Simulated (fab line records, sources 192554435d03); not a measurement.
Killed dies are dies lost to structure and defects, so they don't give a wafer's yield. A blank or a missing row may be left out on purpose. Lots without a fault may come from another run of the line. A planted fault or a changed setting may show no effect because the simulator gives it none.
One fault seen from 2 desks | flow n5_finfet | each desk has only its own numbers; what lay behind them comes last

THE TOOL OWNER'S DESK: rie_diel-03
The tool's own readings at N5_BEOL_M6_VIA_ETCH_34 (etches SiCOH lowk in C4F6/O2, target depth 126.3 nm, time 50.9 s): means of the sampled wafers that have a number, for each lot that ran on this tool. A lot is out of limits, marked OUT, if its mean lies more than 4 standard deviations from the usual mean; the brackets give that distance.
Columns: A = drypump_motor_current_A at N5_BEOL_M6_VIA_ETCH_34, usual 5.7 A; B = oes_o_777_au at N5_BEOL_M6_VIA_ETCH_34, usual 0.78 a.u.; C = oes_product_au at N5_BEOL_M6_VIA_ETCH_34, usual 0.79 a.u.; D = rf_vpp_V at N5_BEOL_M6_VIA_ETCH_34, usual 667 V; E = showerhead_plenum_p_Torr at N5_BEOL_M6_VIA_ETCH_34, usual 2.92 Torr; F = throttle_valve_pct at N5_BEOL_M6_VIA_ETCH_34, usual 20.84 %
lot  | first seen here | A   | B    | C    | D   | E    | F
L981 | day 9 11:34     | 5.3 | 0.79 | 0.79 | 666 | 2.92 | 20.93
L983 | day 9 17:35     | 5.4 | 0.78 | 0.81 | 670 | 2.95 | 20.90
L984 | day 9 22:44     | 5.5 | 0.77 | 0.79 | 674 | 2.96 | 20.89
L989 | day 11 11:55    | 5.3 | 0.69 | 0.67 | 667 | 2.93 | 20.91
L990 | day 11 17:01    | 5.5 | 0.72 | 0.73 | 671 | 2.95 | 20.89
L994 | day 12 08:53    | 5.6 | 0.75 | 0.78 | 678 | 2.98 | 20.89
This desk's finding: nothing out of limits on any of the 6 lots.

THE METROLOGY DESK
What the gauges read, lot by lot, whatever tool the lot ran on: means of the sampled wafers that have a number. A lot is out of limits, marked OUT, if its mean lies more than 4 standard deviations from the usual mean; the brackets give that distance.
Columns: A = cd_nm at N5_PASSIVATION_CD_MEAS_30, usual 3999.3 nm
lot  | first seen here | A
L981 | day 12 22:19    | 3999.1
L983 | day 12 23:26    | 4001.2
L984 | day 13 01:08    | 4001.8
L986 | day 13 21:18    | 3997.9
L987 | day 13 21:48    | 3999.0
L988 | day 14 04:26    | 3998.7
L989 | day 14 07:30    | 3998.2
L990 | day 14 18:39    | 3997.6
L994 | day 15 10:32    | 3999.7
L995 | day 15 11:56    | 3997.2
This desk's finding: nothing out of limits on any of the 10 lots.

PUT TOGETHER
The tool owner's desk saw nothing out of limits.
The metrology desk saw nothing out of limits.

WHAT THE SIMULATOR HAD PUT IN
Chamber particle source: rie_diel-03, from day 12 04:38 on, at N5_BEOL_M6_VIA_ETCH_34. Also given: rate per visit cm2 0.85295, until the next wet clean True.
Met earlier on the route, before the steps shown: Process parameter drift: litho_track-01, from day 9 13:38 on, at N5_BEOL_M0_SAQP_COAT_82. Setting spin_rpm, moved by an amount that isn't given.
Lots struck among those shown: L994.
